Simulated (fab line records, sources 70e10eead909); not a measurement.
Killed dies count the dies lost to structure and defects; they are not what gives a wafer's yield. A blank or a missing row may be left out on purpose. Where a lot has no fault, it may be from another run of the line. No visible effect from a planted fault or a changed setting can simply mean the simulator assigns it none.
A struck lot beside a sound one + flow nand-harc + 15 steps out of a route of 1302
Sound: these wafers, L810.1, L810.4, L810.5. The struck wafers were L799.1, L799.2, L799.4. The cause comes at the end.
Per side, at each step with rows, come the tool, then ch with its chambers, and then its first start. Under that, the readings that differ: sound wafers + struck wafers + difference of the means + sigmas: that difference in standard deviations of wafers without a fault.
alike: words and numbers the same on both sides, and readings whose means are apart by under 2 such deviations; not compared: readings that were withheld, readings missing a value for some wafer, numbers with overlapping values and no deviation given by the record, and bounds like >300 which may hide the same value.
Wherever a step has rows on one side only, a row that says differs or no value, or a row with sigmas, the two part there. Numbers that have no deviation but don't overlap get no sigmas and don't part them. A reading that every wafer of one side lacks parts them only if that side has two wafers or more.

first, 1 step without rows for these wafers: NHARC_P_ZERO_WELL_HARDBAKE_53 (time 80 s).
NHARC_P_ZERO_WELL_DESCUM_54: chemistry O2, time 3 s.
  sound on rie-diel-04 ch 0,2,3, day 9 03:55; struck on rie-diel-04 ch 0,1,3, day 4 13:53
  alike: drypump-motor-current-A, oes-product-au, rf-vpp-V, showerhead-plenum-p-Torr, throttle-valve-pct
  not compared: rf-hours-counter-h
then, 5 steps without rows for these wafers: NHARC_P_ZERO_WELL_IMPLANT_55; NHARC_P_ZERO_WELL_IMPLANT_61; NHARC_P_ZERO_WELL_STRIP_56 (strips in SPM, time 840 s); NHARC_P_ZERO_WELL_PRECLEAN_68 (cleans in SC1, time 60 s); NHARC_P_ZERO_WELL_SRD_69.
NHARC_P_ZERO_WELL_RTA_42: time 300 s.
  sound on rtp-anneal-01 ch 0, day 9 04:53; struck on rtp-anneal-02 ch 0, day 4 14:51
| reading             | sound    | struck   | difference | sigmas |
|---------------------|----------|----------|------------|--------|
| lamp-power-pct (%)  | 36 36 36 | 44 44 44 | +8         | +2     |
| lamp_zone_6_pct (%) | 36 36 36 | 44 44 44 | +8         | +2     |
| lamp_zone_7_pct (%) | 36 36 36 | 44 44 44 | +8         | +2     |
  alike: wafer_temp_C_max
NHARC_P_ZERO_WELL_INSPECT_43:
  sound on defect-inspect-01, day 9 05:34; struck on defect-inspect-02, day 4 15:31
  alike: raw-defect-count
then, 3 steps without rows for these wafers: NHARC_P_STI_ETCH_26 (etches SiO2 in dHF, target depth 11 nm); NHARC_P_STI_PRECLEAN_27 (cleans in SC1); NHARC_P_STI_SRD_28.
NHARC_P_STI_OXIDE_29: material SiO2, target thk 10 nm, ox time 1362 s.
  sound on furnace-01 ch 0, day 9 09:43; struck on furnace-07 ch 0, day 4 23:34
  alike: spike-tc-lower-C, zone-power-top-pct
then, 1 step without rows for these wafers: NHARC_P_STI_HM_DEP_30 (deposits Si3N4, target thk 80 nm, time 873 s).
-- the record jumps here: 22 days lie between the struck wafers' starts before and after (it left off in module P_STI and takes up again in module END, whose first step shown is number 1302 of the route) --
NHARC_END_SORT_01:
  the record has rows for the struck wafers here (prober-01 ch 0, day 26 18:08) and none for the sound ones

WHERE THEY PART
At NHARC_P_ZERO_WELL_RTA_42 first; at NHARC_END_SORT_01 last (within this record only).

WHY: whatever the simulator had introduced
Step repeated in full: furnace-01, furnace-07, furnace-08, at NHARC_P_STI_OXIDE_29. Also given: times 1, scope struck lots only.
